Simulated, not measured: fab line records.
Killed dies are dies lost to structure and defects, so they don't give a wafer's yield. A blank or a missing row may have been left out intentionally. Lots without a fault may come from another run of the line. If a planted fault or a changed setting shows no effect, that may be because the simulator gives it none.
Comparing a struck lot with a sound one :: flow n5-finfet :: 39 steps out of a route of 1938
Sound: the wafers L863.2, L863.5, L863.6. Struck: wafers L845.2, L845.3, L845.6. The cause is named last.
Each step with rows lists, per side, the tool, then ch with its chambers, then its first start. Under that, the readings that differ: sound wafers :: struck wafers :: difference of the means :: sigmas: that difference in standard deviations of wafers without a fault.
alike: same words and numbers on both sides, and readings whose means sit less than 2 such deviations apart. not compared: any withheld reading, any reading some wafer has no value for, any bound like >300 that may hide the same value, and any number with overlapping values for which the record gives no deviation.
A row with sigmas, a row that says differs or no value, or rows on one side alone: a step with any of these is where the two part. When numbers do not overlap yet have no deviation, they are printed without sigmas and do not part them. Lack of a reading on every wafer of one side parts them only where that side has two or more wafers.

first, 11 steps without rows for these wafers: N5_MOL_CONTACT_COAG_DESCUM_13 (chemistry O2, time 7 s); N5_MOL_CONTACT_COAG_ETCH_59 (etches underlayer in N2/H2, target depth 13 nm, time 10.4 s); N5_MOL_CONTACT_COAG_ETCH_105 (etches SiARC in CF4, target depth 15.6 nm, time 26 s); N5_MOL_CONTACT_COAG_ETCH_106 (etches SOC in N2/H2, target depth 80 nm, overetch 16 nm, time 120 s); N5_MOL_CONTACT_COAG_STRIP_107 (strips in N2/H2); N5_MOL_CONTACT_COAG_STRIP_108 (strips in N2/H2); N5_MOL_CONTACT_COAG_CONTACT_ETCH_14 (etches SiO2 in C4F6/O2, target depth 27.5 nm, overetch 8.5 nm, time 20 s); N5_MOL_CONTACT_COAG_STRIP_109 (strips in C4F6/O2); N5_MOL_CONTACT_COAG_ETCH_15 (etches SiNx in CH3F/O2, stops on Si:P, target depth 7 nm); N5_MOL_CONTACT_COAG_ETCH_110 (etches Si in CF4/O2, target depth 2.5 nm, time 8 s); N5_MOL_CONTACT_COAG_STRIP_98 (strips in N2/H2).
N5_MOL_CONTACT_COAG_IMPLANT_129:
  sound on implanter-02 ch 0, day 10 03:21; struck on implanter-01 ch 0, day 5 20:30
reading: beam-on-s (s)
sound: 30 30 30
struck: 10 10 10
difference: -20
sigmas: -4

reading: dose-ions-cm2
sound: 6.002e+14 6.001e+14 6.002e+14
struck: 5.93e+13 5.96e+13 5.94e+13
difference: -5.41e+14
sigmas: -99 or more

reading: faraday-current-uA
sound: 2493 2531 2522
struck: 758 761 765
difference: -1754
sigmas: -6
  alike: end-station-pressure-torr
then, 26 steps without rows for these wafers: N5_MOL_CONTACT_COAG_PRECLEAN_111 (cleans in NF3:NH3, afs cycles 1, time 20 s, sublimation time 60 s); N5_MOL_CONTACT_COAG_TI_SIL_19 (material Ti, target thk 4.2 nm, time 15 s); N5_MOL_CONTACT_COAG_ALD_20 (deposits TiN, target thk 1.5 nm, pulse time 1 s, purge time 3 s); N5_MOL_CONTACT_COAG_SIL_ANNEAL_21 (time 60 s); N5_MOL_CONTACT_COAG_PRE_CLEAN_141 (time 60 s); N5_MOL_CONTACT_COAG_SPUTTER_143 (material Co, target thk 2.5 nm); N5_MOL_CONTACT_COAG_CO_FILL_22 (material Co, precursor CCTBA/H2, target thk 20 nm); N5_MOL_CONTACT_COAG_ANNEAL_113 (time 300 s); N5_MOL_CONTACT_COAG_PRE_CLEAN_142 (time 60 s); N5_MOL_CONTACT_COAG_SPUTTER_130 (material Co, target thk 47.5 nm); N5_MOL_CONTACT_COAG_PRECLEAN_125 (cleans in DIW, time 57.5 s); N5_MOL_CONTACT_COAG_SRD_126 (dry time 32 s); N5_MOL_CONTACT_COAG_CMP_23 (polishes, stops on SiO2, t overpolish 1.5 s, target thk 0 nm); N5_MOL_CONTACT_COAG_WET_ETCH_26 (target Co, target depth 13 nm); N5_MOL_CONTACT_COAG_WET_ETCH_116 (etches the open film in SC1-inhibited, target depth 4.6 nm, rinse time 30 s); N5_MOL_CONTACT_COAG_ALD_27 (deposits SiOC, target thk 17 nm, pulse time 1.5 s, time 2720 s); N5_MOL_CONTACT_COAG_CMP_28 (polishes, stops on SiNx, t overpolish 0.85 s, target thk 14.522 nm); N5_MOL_CONTACT_COAG_ALD_123 (deposits SiNx, target thk 5 nm, pulse time 1 s, purge time 2 s); N5_MOL_CONTACT_COAG_PECVD_31 (deposits SiO2 from TEOS/O2, target thk 46 nm, time 8.9 s); N5_MOL_CONTACT_COAG_COAT_75 (time 60 s, resist thk 60 nm); N5_MOL_CONTACT_COAG_COAT_76 (time 60 s, resist thk 10 nm); N5_MOL_CONTACT_COAG_COAT_77 (time 60 s, resist thk 10 nm); N5_MOL_CONTACT_COAG_COAT_78 (resist thk 40 nm); N5_MOL_CONTACT_COAG_EBR_80; N5_MOL_CONTACT_COAG_SOFTBAKE_79 (time 60 s); N5_MOL_CONTACT_COAG_EXPOSE_81 (exposes mask VG, defocus 0 nm).
-- record jumps: 3 days separate the struck wafers' starts on either side; left off in module MOL_CONTACT_COAG, taken up again in module BEOL_M4, whose first shown step is the route's number 1111 --
N5_BEOL_M4_RC_MEAS_101:
  sound on prober-01 ch 0, day 13 13:18; struck on prober-01 ch 0, day 9 03:29
reading: RC_DENSE_N (ohm.um)
sound: 19.1 19.2 19.2
struck: 35.6 35.5 35.3
difference: +16.3
sigmas: +47

reading: RC_DENSE_P (ohm.um)
sound: 23.8 24.1 24.1
struck: 43.5 43.6 43.1
difference: +19.4
sigmas: +43

reading: RC_N (ohm.um)
sound: 15.48 15.67 15.73
struck: 28.78 29.07 28.66
difference: +13.21
sigmas: +47

reading: RC_P (ohm.um)
sound: 19.5 19.7 19.7
struck: 35.5 36.0 35.4
difference: +16.0
sigmas: +46

reading: REXT_N (ohm.um)
sound: 75.7 75.2 74.9
struck: 89.2 88.8 88.0
difference: +13.4
sigmas: +7

reading: REXT_P (ohm.um)
sound: 100.9 101.4 100.9
struck: 113.8 113.2 113.6
difference: +12.5
sigmas: +6
  alike: DIBL_N, DIBL_P, IOFF_N, IOFF_P, ION_N, ION_P, SS_N, SS_P, VT_N, VT_P

## WHERE THEY PART
At N5_MOL_CONTACT_COAG_IMPLANT_129 first; at N5_BEOL_M4_RC_MEAS_101 last (within this record only).

WHY: the cause the simulator had injected
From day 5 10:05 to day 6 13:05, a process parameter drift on implanter-01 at N5_MOL_CONTACT_COAG_IMPLANT_129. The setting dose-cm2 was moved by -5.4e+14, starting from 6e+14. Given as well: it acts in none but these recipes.
